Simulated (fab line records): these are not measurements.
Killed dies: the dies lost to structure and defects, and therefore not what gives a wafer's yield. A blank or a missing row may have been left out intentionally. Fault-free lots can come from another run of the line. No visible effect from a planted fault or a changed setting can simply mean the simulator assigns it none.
Chamber matching || flow nandHarc || NHARC_A_CHANNEL_FILL_D1_ALD_02 on aldHk-03 has 4 sister chambers
The step deposits SiO2, target thk 6 nm, pulse time 10 s, ald cycles 60. 4 wafers are shown with their chamber, then 8 later ones without.

WAFERS PAIRED WITH THEIR CHAMBERS
{"wafer": "L084.5", "chamber": 2, "heaterPowerW (W)": 493}
{"wafer": "L087.6", "chamber": 0, "heaterPowerW (W)": 488}
{"wafer": "L086.3", "chamber": 3, "heaterPowerW (W)": 386}
{"wafer": "L085.1", "chamber": 1, "heaterPowerW (W)": 507}

WAFERS WITHOUT THEIR CHAMBER
{"wafer": "L085.5", "heaterPowerW (W)": 513}
{"wafer": "L085.6", "heaterPowerW (W)": 507}
{"wafer": "L088.1", "heaterPowerW (W)": 406}
{"wafer": "L088.2", "heaterPowerW (W)": 509}
{"wafer": "L088.4", "heaterPowerW (W)": 494}
{"wafer": "L092.1", "heaterPowerW (W)": 506}
{"wafer": "L092.2", "heaterPowerW (W)": 397}
{"wafer": "L092.4", "heaterPowerW (W)": 499}

CHAMBER TAKEN BY EACH
{"wafer": "L085.5", "from the rows above": "can't be placed: 1 or 2", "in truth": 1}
{"wafer": "L085.6", "from the rows above": "can't be placed: 1 or 2", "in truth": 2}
{"wafer": "L088.1", "from the rows above": 3, "in truth": 3}
{"wafer": "L088.2", "from the rows above": "can't be placed: 1 or 2", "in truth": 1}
{"wafer": "L088.4", "from the rows above": "can't be placed: 2 or 0 or 1", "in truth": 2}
{"wafer": "L092.1", "from the rows above": "can't be placed: 1 or 2 or 0", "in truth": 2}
{"wafer": "L092.2", "from the rows above": 3, "in truth": 3}
{"wafer": "L092.4", "from the rows above": "can't be placed: 2 or 1 or 0", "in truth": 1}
Correct placement for 2 of the 8. These rows do not allow placing 6 (true chamber among the candidates in 6). 0 placed wrongly.
How it was worked out, from the rows above alone: a wafer's distance from a chamber is the root of the sum, over the readings, of the square of ((its reading less the chamber's mean) divided by the reading's scatter). The wafer belongs to the nearest chamber; if the next one is less than 2 further off, it can't be placed. The mean given for a chamber averages the wafers shown for that chamber. The scatter: root of mean squared gap, hidden wafer to nearest shown wafer, with one shown wafer a chamber.
